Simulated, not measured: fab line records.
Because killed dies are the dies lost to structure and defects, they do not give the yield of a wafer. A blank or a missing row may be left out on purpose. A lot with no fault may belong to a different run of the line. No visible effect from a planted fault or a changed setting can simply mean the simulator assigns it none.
Which of the tools did it?	flow n5-finfet	24 lots with 72 wafers sampled at 4 steps, on a route of 1938 steps

== WHAT THE GAUGES SHOWED, per wafer ==
N5_BEOL_M2_CD_MEAS_28: target cd 26.2 nm, target cd y 24.1 nm.
lot	measured	on	cd-nm (nm)
L074	day 6 17:44	cd-sem-03	26.85 26.70 26.54
L075	day 6 20:50	cd-sem-03	25.75 26.18 25.63
L076	day 6 23:06	cd-sem-01	26.32 26.54 26.01
L077	day 7 07:19	cd-sem-03	25.82 25.86 26.12
L078	day 7 13:15	cd-sem-03	25.96 26.05 26.42
L079	day 7 20:28	cd-sem-02	26.00 26.24 26.01
L080	day 8 02:25	cd-sem-03	25.94 26.04 25.55
L081	day 8 05:37	cd-sem-03	26.43 26.40 26.30
L082	day 8 16:20	cd-sem-03	26.55 26.04 26.55
L083	day 9 01:32	cd-sem-03	26.36 26.43 26.81
L084	day 9 01:47	cd-sem-01	25.70 25.94 25.65
L085	day 9 03:35	cd-sem-02	26.17 25.98 26.13
L086	day 9 17:19	cd-sem-01	26.41 25.98 26.18
L087	day 9 20:40	cd-sem-03	25.98 25.76 26.00
L088	day 10 01:23	cd-sem-03	26.10 26.57 26.43
L089	day 10 11:59	cd-sem-02	26.25 26.36 25.91
L090	day 10 14:44	cd-sem-01	25.70 26.03 26.40
L091	day 11 01:16	cd-sem-01	26.00 26.41 26.03
L092	day 11 03:29	cd-sem-01	26.17 26.25 26.53
L093	day 11 17:26	cd-sem-03	25.68 26.17 25.82
L094	day 11 17:44	cd-sem-03	26.49 26.21 26.43
L095	day 11 23:29	cd-sem-01	26.00 26.38 26.23
L096	day 12 03:01	cd-sem-03	26.34 26.49 26.32
L097	day 12 08:30	cd-sem-03	26.62 26.35 26.36

N5_BEOL_M2_OVL_MEAS_29.
lot	measured	on	V1_OVL (nm)
L074	day 6 17:46	overlay-02	1.1 1.4 1.8
L075	day 6 20:52	overlay-02	0.2 0.5 -0.5
L076	day 6 23:08	overlay-02	0.4 1.1 1.1
L077	day 7 07:20	overlay-01	1.3 2.6 0.8
L078	day 7 13:17	overlay-01	0.9 -0.5 0.5
L079	day 7 20:30	overlay-02	0.6 1.2 0.2
L080	day 8 02:26	overlay-02	0.9 0.4 -0.5
L081	day 8 05:40	overlay-01	0.7 0.3 1.2
L082	day 8 16:22	overlay-02	-0.3 0.0 1.4
L083	day 9 01:34	overlay-01	1.3 0.4 0.4
L084	day 9 01:50	overlay-01	0.3 0.5 0.9
L085	day 9 03:37	overlay-01	-1.5 -1.6 -0.7
L086	day 9 17:20	overlay-01	0.3 0.6 0.0
L087	day 9 20:43	overlay-02	1.4 -1.4 0.8
L088	day 10 01:25	overlay-02	1.0 1.7 1.0
L089	day 10 12:01	overlay-01	-0.8 0.0 -0.3
L090	day 10 14:46	overlay-01	0.7 0.0 -0.3
L091	day 11 01:18	overlay-01	2.1 2.3 0.9
L092	day 11 03:31	overlay-01	0.8 0.2 -1.1
L093	day 11 17:28	overlay-02	0.7 -0.1 0.6
L094	day 11 17:46	overlay-02	1.6 0.4 0.4
L095	day 11 23:31	overlay-02	0.1 0.8 0.5
L096	day 12 03:02	overlay-02	0.8 1.5 0.3
L097	day 12 08:32	overlay-01	0.1 0.7 0.7

== TOOL THAT RAN EACH LOT (tool first, then ch and the chambers of the sampled wafers, then the start) ==
lot	N5_BEOL_M2_ILD_DEP_00	N5_BEOL_M2_ETCH_64
L074	pecvd-02 ch 0,1, day 6 16:06	rie-diel-01 ch 0,1,2, day 6 16:56
L075	pecvd-01 ch 0,1,2, day 6 17:38	rie-diel-03 ch 0,2,3, day 6 19:55
L076	pecvd-02 ch 0,1, day 6 19:19	rie-diel-03 ch 1,3, day 6 22:13
L077	pecvd-02 ch 0,1,2, day 7 05:45	rie-diel-01 ch 1,2,3, day 7 06:38
L078	pecvd-03 ch 0,1, day 7 09:09	rie-diel-03 ch 0,1,2, day 7 12:29
L079	pecvd-03 ch 0,2, day 7 17:38	rie-diel-03 ch 0,1, day 7 19:47
L080	pecvd-01 ch 0,1,2, day 8 00:40	rie-diel-02 ch 1,2,3, day 8 01:35
L081	pecvd-03 ch 0,1,2, day 8 03:49	rie-diel-02 ch 0,2,3, day 8 04:59
L082	pecvd-01 ch 1,2, day 8 12:28	rie-diel-03 ch 0,2, day 8 15:31
L083	pecvd-02 ch 0,1, day 8 20:19	rie-diel-02 ch 0,2, day 9 00:45
L084	pecvd-02 ch 0,1,2, day 8 20:32	rie-diel-01 ch 0,2,3, day 9 01:01
L085	pecvd-01 ch 0,2, day 9 01:10	rie-diel-03 ch 0,1,3, day 9 02:49
L086	pecvd-03 ch 0,1, day 9 15:14	rie-diel-03 ch 1,2, day 9 16:31
L087	pecvd-03 ch 0,2, day 9 19:03	rie-diel-01 ch 0,1,3, day 9 19:55
L088	pecvd-01 ch 0,1,2, day 9 19:56	rie-diel-01 ch 0,1,3, day 10 00:36
L089	pecvd-02 ch 0,1, day 10 10:25	rie-diel-03 ch 0,3, day 10 11:11
L090	pecvd-03 ch 0,1,2, day 10 13:08	rie-diel-02 ch 0,1,3, day 10 14:04
L091	pecvd-02 ch 0,1,2, day 10 19:39	rie-diel-02 ch 2,3, day 11 00:26
L092	pecvd-01 ch 0,1, day 11 00:22	rie-diel-01 ch 1,2,3, day 11 02:35
L093	pecvd-01 ch 1,2, day 11 12:41	rie-diel-03 ch 0,2, day 11 16:46
L094	pecvd-01 ch 0,1, day 11 12:55	rie-diel-01 ch 2,3, day 11 16:56
L095	pecvd-02 ch 0,1, day 11 21:10	rie-diel-02 ch 1,2,3, day 11 22:34
L096	pecvd-01 ch 0,2, day 11 22:57	rie-diel-01 ch 2,3, day 12 02:09
L097	pecvd-03 ch 0,1,2, day 12 06:36	rie-diel-02 ch 1,2,3, day 12 07:43
- N5_BEOL_M2_ILD_DEP_00: deposits SiOC from DEMS/O2, target thk 79 nm, time 15.3 s.
- N5_BEOL_M2_ETCH_64: etches SOC in N2/H2, target depth 75 nm, overetch 22.5 nm, time 121.9 s.

== WHAT THE TOOLS THEMSELVES READ (means of the sampled wafers that have a number; where no wafer has one, the mark that the record gives instead) ==
N5_BEOL_M2_ILD_DEP_00.
lot	tool	heater-power-w (W)	showerhead-plenum-p-Torr (Torr)	throttle-valve-pct (%)
L074	pecvd-02	458	5.688	12.4
L075	pecvd-01	503	5.691	11.6
L076	pecvd-02	408	5.698	12.1
L077	pecvd-02	411	5.707	12.5
L078	pecvd-03	410	5.689	12.9
L079	pecvd-03	544	5.684	11.9
L080	pecvd-01	489	5.698	11.9
L081	pecvd-03	468	5.683	12.4
L082	pecvd-01	495	5.712	11.9
L083	pecvd-02	403	5.687	12.1
L084	pecvd-02	391	5.707	12.4
L085	pecvd-01	543	5.689	11.9
L086	pecvd-03	437	5.683	13.0
L087	pecvd-03	478	5.681	11.8
L088	pecvd-01	509	5.698	11.8
L089	pecvd-02	427	5.692	12.5
L090	pecvd-03	431	5.679	12.4
L091	pecvd-02	412	5.698	12.1
L092	pecvd-01	434	5.692	12.0
L093	pecvd-01	556	5.711	11.5
L094	pecvd-01	426	5.694	12.1
L095	pecvd-02	441	5.689	12.5
L096	pecvd-01	534	5.685	12.1
L097	pecvd-03	456	5.673	12.4

N5_BEOL_M2_ETCH_64.
lot	tool	drypump-motor-current-A (A)	oes-product-au (a.u.)	rf-vpp-V (V)	showerhead-plenum-p-Torr (Torr)	throttle-valve-pct (%)
L074	rie-diel-01	5.7	0.60	524.1	2.55	17.67
L075	rie-diel-03	5.7	0.59	523.3	2.51	17.74
L076	rie-diel-03	6.1	0.58	523.0	2.52	17.65
L077	rie-diel-01	5.7	0.60	523.6	2.55	17.85
L078	rie-diel-03	5.7	0.55	522.7	2.48	17.80
L079	rie-diel-03	5.9	0.53	521.9	2.47	17.84
L080	rie-diel-02	5.9	0.61	523.4	2.57	17.91
L081	rie-diel-02	5.6	0.62	524.8	2.58	17.94
L082	rie-diel-03	5.5	0.54	520.8	2.45	17.94
L083	rie-diel-02	5.2	0.57	522.6	2.51	18.10
L084	rie-diel-01	5.6	0.58	525.6	2.57	17.87
L085	rie-diel-03	5.9	0.63	522.6	2.49	17.66
L086	rie-diel-03	6.0	0.66	522.6	2.49	17.38
L087	rie-diel-01	5.8	0.54	524.9	2.60	18.03
L088	rie-diel-01	5.9	0.54	525.5	2.60	18.04
L089	rie-diel-03	5.8	0.67	525.4	2.62	17.62
L090	rie-diel-02	5.8	0.62	523.9	2.57	17.85
L091	rie-diel-02	6.0	0.62	526.4	2.62	17.85
L092	rie-diel-01	5.7	0.57	523.6	2.53	17.89
L093	rie-diel-03	5.5	0.66	527.1	2.65	17.67
L094	rie-diel-01	5.3	0.60	522.6	2.50	17.76
L095	rie-diel-02	5.9	0.64	526.9	2.67	17.80
L096	rie-diel-01	5.6	0.55	524.4	2.56	18.09
L097	rie-diel-02	5.9	0.64	526.3	2.66	17.81

== THE ANSWER, worked out from the rows above alone ==
Rule: usual is defined by the lots themselves. Put in order of their means at a reading, lots are off if they are a third of the lots or fewer, leave a main group of 4 or more, and stand apart from it by a gap of 3 or more times the standard deviation of the main group's means; of several such gaps the widest counts. The tables above print the reading to a certain number of digits; a main group whose means all agree to those digits is not used. A lot without any number at a reading at which 4 lots or more have one is off too. Where the step has rows for the other lots, those lots are counted as sound. The gauges are gone through in route order, then the tools' own readings, and for those a lot's mean is taken as printed above. The first step at which some lot is off is used, and at that step the reading that is off furthest; a lot without a number counts as furthest.
None of the lots is off at any reading shown; this tells nothing.

== WHAT THE SIMULATOR HAD PUT IN ==
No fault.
